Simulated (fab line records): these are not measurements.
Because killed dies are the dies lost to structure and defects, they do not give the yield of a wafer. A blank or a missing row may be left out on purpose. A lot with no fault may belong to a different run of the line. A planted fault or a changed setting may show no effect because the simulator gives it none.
The tool behind it: which one? -- flow nand-harc -- 11 lots, 33 wafers sampled, at 6 steps of a route of 1159

== WHAT EACH GAUGE READ, for each wafer ==
NHARC_P_ZERO_WELL_CD_MEAS_24: the cd target is 720 nm. Usual: 720.4 nm for cd-nm, sd 1.5.
lot,measured,on,cd-nm (nm),flag
L514,day 1 14:35,cd-sem-03,720.0 718.8 722.7,
L515,day 1 20:23,cd-sem-01,721.1 722.4 720.6,
L516,day 2 03:17,cd-sem-03,672.1 675.1 674.8,OFF
L525,day 4 08:31,cd-sem-02,721.0 721.3 720.0,
L526,day 4 14:36,cd-sem-01,720.4 722.2 724.1,
L527,day 4 20:34,cd-sem-03,720.3 717.5 719.1,
L528,day 5 02:44,cd-sem-03,720.2 717.6 720.8,
L534,day 6 14:20,cd-sem-02,721.4 720.3 719.9,
L535,day 6 20:28,cd-sem-03,722.9 722.9 720.6,
L536,day 7 02:38,cd-sem-01,718.4 719.7 720.8,
L537,day 7 08:27,cd-sem-01,721.2 719.4 720.5,

NHARC_END_SORT_01. Usual: killed-at-array 25, standard deviation 9.2; killed-at-other 0.8, standard deviation 1.2; killed-at-periphery 3.9, standard deviation 2.6; killed-dies 30, standard deviation 9.7; killed-open 3.4, standard deviation 1.9; killed-short 2.0, standard deviation 1.4.
lot,measured,on,killed-at-array,killed-at-other,killed-at-periphery,killed-dies,killed-open,killed-short,flag
L516,day 20 04:00,prober-02,14,0,7,21,4,0,

== WHAT TOOL EACH LOT RAN ON (gives the tool, then ch and the chambers of the sampled wafers, and finally the start) ==
lot,NHARC_P_ZERO_WELL_EXPOSE_21,NHARC_P_STI_DESCUM_14,NHARC_P_GATE_ETCH_114,NHARC_P_GATE_ETCH_32
L514,"krf-scanner-03 ch 0, day 1 14:26","rie-diel-12 ch 1,2,3, day 2 11:08","rie-diel-01 ch 1,2,3, day 4 11:58 or earlier","rie-si-04 ch 0,1,2, day 4 11:58"
L515,"krf-scanner-03 ch 0, day 1 20:13","rie-diel-07 ch 0,1, day 2 19:29","rie-diel-04 ch 2,3, day 5 00:35 or earlier","rie-si-03 ch 1,2, day 5 00:35"
L516,"krf-scanner-02 ch 0, day 2 03:07","rie-diel-06 ch 0,2,3, day 3 01:47","rie-diel-01 ch 1,2,3, day 5 06:39 or earlier","rie-si-03 ch 0,2, day 5 06:39"
L525,"krf-scanner-03 ch 0, day 4 08:23","rie-diel-06 ch 0,2,3, day 5 06:33","rie-diel-01 ch 0,2,3, day 7 22:50 or earlier","rie-si-04 ch 2,3, day 7 22:50"
L526,"krf-scanner-02 ch 0, day 4 14:28","rie-diel-12 ch 0,1,2, day 5 13:16","rie-diel-13 ch 0,1, day 7 22:23 or earlier","rie-si-03 ch 1,2,3, day 7 22:23"
L527,"krf-scanner-02 ch 0, day 4 20:24","rie-diel-07 ch 1,2,3, day 5 19:07","rie-diel-04 ch 0,2,3, day 7 21:42 or earlier","rie-si-03 ch 0,1, day 7 21:42"
L528,"krf-scanner-03 ch 0, day 5 02:34","rie-diel-07 ch 1,2, day 5 23:38","rie-diel-13 ch 1,2,3, day 7 21:45 or earlier","rie-si-04 ch 1,2,3, day 7 21:45"
L534,"krf-scanner-03 ch 0, day 6 14:11","rie-diel-12 ch 1,3, day 7 11:35","rie-diel-13 ch 0,2, day 9 10:01 or earlier","rie-si-01 ch 0,2,3, day 9 10:01"
L535,"krf-scanner-04 ch 0, day 6 20:19","rie-diel-07 ch 1,2,3, day 7 19:34","rie-diel-01 ch 0,2,3, day 10 01:55 or earlier","rie-si-03 ch 2,3, day 10 01:55"
L536,"krf-scanner-02 ch 0, day 7 02:28","rie-diel-07 ch 1,2,3, day 7 22:59","rie-diel-01 ch 0,1,3, day 10 02:29 or earlier","rie-si-03 ch 0,2,3, day 10 02:29"
L537,"krf-scanner-03 ch 0, day 7 08:18","rie-diel-06 ch 0,2,3, day 8 04:57","rie-diel-13 ch 1,2,3, day 10 17:34 or earlier","rie-si-03 ch 0,2,3, day 10 17:34"
- NHARC_P_ZERO_WELL_EXPOSE_21: exposes mask P NWELL, target cd 720 nm.
- NHARC_P_STI_DESCUM_14: chemistry O2, time 3 s.
- NHARC_P_GATE_ETCH_114: etches the open film in CF4/O2, target depth 30 nm, overetch 3 nm, time 16.5 s.
- NHARC_P_GATE_ETCH_32: etches the open film in HBr/Cl2, target depth 150 nm, time 100.1 s.

== AS READ BY THE TOOLS THEMSELVES (means over the sampled wafers that have a number; for cases with no such wafer, the mark the record gives instead) ==
NHARC_P_ZERO_WELL_EXPOSE_21. Usual: 0.0 nm for focus-offset-nm, sd 0.56.
lot,tool,focus-offset-nm (nm),flag
L514,krf-scanner-03,0.0,
L515,krf-scanner-03,-0.2,
L516,krf-scanner-02,0.3,
L525,krf-scanner-03,0.1,
L526,krf-scanner-02,0.7,
L527,krf-scanner-02,-0.6,
L528,krf-scanner-03,-0.1,
L534,krf-scanner-03,-0.5,
L535,krf-scanner-04,-0.4,
L536,krf-scanner-02,0.3,
L537,krf-scanner-03,-0.1,

NHARC_P_STI_DESCUM_14. Usual: drypump-motor-current-A 5.8 A, standard deviation 0.44; o2-flow-sccm 200.1 sccm, standard deviation 0.56; oes-product-au 1.001 a.u., standard deviation 0.012; rf-vpp-V 58.0 V, standard deviation 0.89; showerhead-plenum-p-Torr 1.95 Torr, standard deviation 0.098; throttle-valve-pct 11.311 %, standard deviation 0.0089.
lot,tool,drypump-motor-current-A (A),o2-flow-sccm (sccm),oes-product-au (a.u.),rf-vpp-V (V),showerhead-plenum-p-Torr (Torr),throttle-valve-pct (%),flag
L514,rie-diel-12,5.8,200.0,1.007,57.2,1.95,11.312,
L515,rie-diel-07,5.4,200.6,0.997,58.3,1.99,11.302,
L516,rie-diel-06,6.3,200.5,0.986,57.3,1.97,11.307,
L525,rie-diel-06,6.3,200.5,1.001,58.1,1.97,11.311,
L526,rie-diel-12,5.5,200.2,0.999,58.1,1.94,11.310,
L527,rie-diel-07,5.8,200.0,1.011,57.3,1.88,11.303,
L528,rie-diel-07,5.6,201.0,1.018,58.0,1.86,11.308,
L534,rie-diel-12,5.6,199.8,1.004,57.9,1.87,11.309,
L535,rie-diel-07,5.8,200.4,1.009,57.5,1.88,11.316,
L536,rie-diel-07,5.8,199.9,1.008,57.6,1.88,11.306,
L537,rie-diel-06,6.3,200.1,1.001,58.3,1.96,11.315,

NHARC_P_GATE_ETCH_114. Usual: drypump-motor-current-A 5.6 A, standard deviation 0.53; o2-flow-sccm 20.00 sccm, standard deviation 0.066; oes-product-au 1.001 a.u., standard deviation 0.01; rf-vpp-V 197.4 V, standard deviation 1.4; showerhead-plenum-p-Torr 1.31 Torr, standard deviation 0.057; throttle-valve-pct 13.398 %, standard deviation 0.0088.
lot,tool,drypump-motor-current-A (A),o2-flow-sccm (sccm),oes-product-au (a.u.),rf-vpp-V (V),showerhead-plenum-p-Torr (Torr),throttle-valve-pct (%),flag
L514,rie-diel-01,5.4,19.97,0.998,196.8,1.27,13.397,
L515,rie-diel-04,6.3,20.05,1.006,196.4,1.26,13.398,
L516,rie-diel-01,5.4,20.02,0.981,197.2,1.27,13.401,
L525,rie-diel-01,5.4,19.99,0.992,197.4,1.31,13.405,
L526,rie-diel-13,6.0,20.03,1.000,197.9,1.31,13.397,
L527,rie-diel-04,6.1,20.02,1.000,196.5,1.26,13.395,
L528,rie-diel-13,5.8,19.98,1.001,198.6,1.36,13.396,
L534,rie-diel-13,5.6,20.06,0.997,197.8,1.30,13.399,
L535,rie-diel-01,5.4,19.99,1.003,197.9,1.31,13.413,
L536,rie-diel-01,5.3,20.01,0.999,197.0,1.32,13.404,
L537,rie-diel-13,5.9,20.03,1.001,198.3,1.35,13.404,

NHARC_P_GATE_ETCH_32. Usual: drypump-motor-current-A 5.7 A, standard deviation 0.55; hbr-flow-sccm 150.1 sccm, standard deviation 0.47; oes-product-au 0.997 a.u., standard deviation 0.0098; throttle-valve-pct 26.406 %, standard deviation 0.0083.
lot,tool,drypump-motor-current-A (A),hbr-flow-sccm (sccm),oes-product-au (a.u.),throttle-valve-pct (%),flag
L514,rie-si-04,5.5,150.1,0.992,26.411,
L515,rie-si-03,5.7,149.9,0.991,26.406,
L516,rie-si-03,6.1,150.1,0.999,26.399,
L525,rie-si-04,5.4,150.6,0.998,26.402,
L526,rie-si-03,5.6,149.6,0.999,26.405,
L527,rie-si-03,5.4,150.1,0.991,26.406,
L528,rie-si-04,5.7,150.0,1.011,26.407,
L534,rie-si-01,5.8,150.4,0.994,26.406,
L535,rie-si-03,6.1,149.8,1.005,26.412,
L536,rie-si-03,6.0,150.3,0.999,26.405,
L537,rie-si-03,6.0,150.0,1.002,26.407,

== THE ANSWER, worked out from the rows above alone ==
Rule: lot off if the mean of its wafers having a number is beyond 3 standard deviations from the usual mean. Also off: a lot with no number at a reading for which 4 or more lots have one. The other lots that the step has rows for count as sound. The gauges are gone through in route order, then the tools' own readings, and for those a lot's mean is taken as printed above. At the first step where some lot is off, the reading lying furthest off is the one used; lots without a number count as furthest.
Off: L516 (NHARC_P_ZERO_WELL_CD_MEAS_24, cd-nm).
If a tool, at a process step before that reading, ran all the lots that are off and no sound lot after the first of them, it fits. The gauges at NHARC_P_ZERO_WELL_CD_MEAS_24 are tried like those tools. No candidate that was tried fits.

== WHAT WAS PUT IN BY THE SIMULATOR ==
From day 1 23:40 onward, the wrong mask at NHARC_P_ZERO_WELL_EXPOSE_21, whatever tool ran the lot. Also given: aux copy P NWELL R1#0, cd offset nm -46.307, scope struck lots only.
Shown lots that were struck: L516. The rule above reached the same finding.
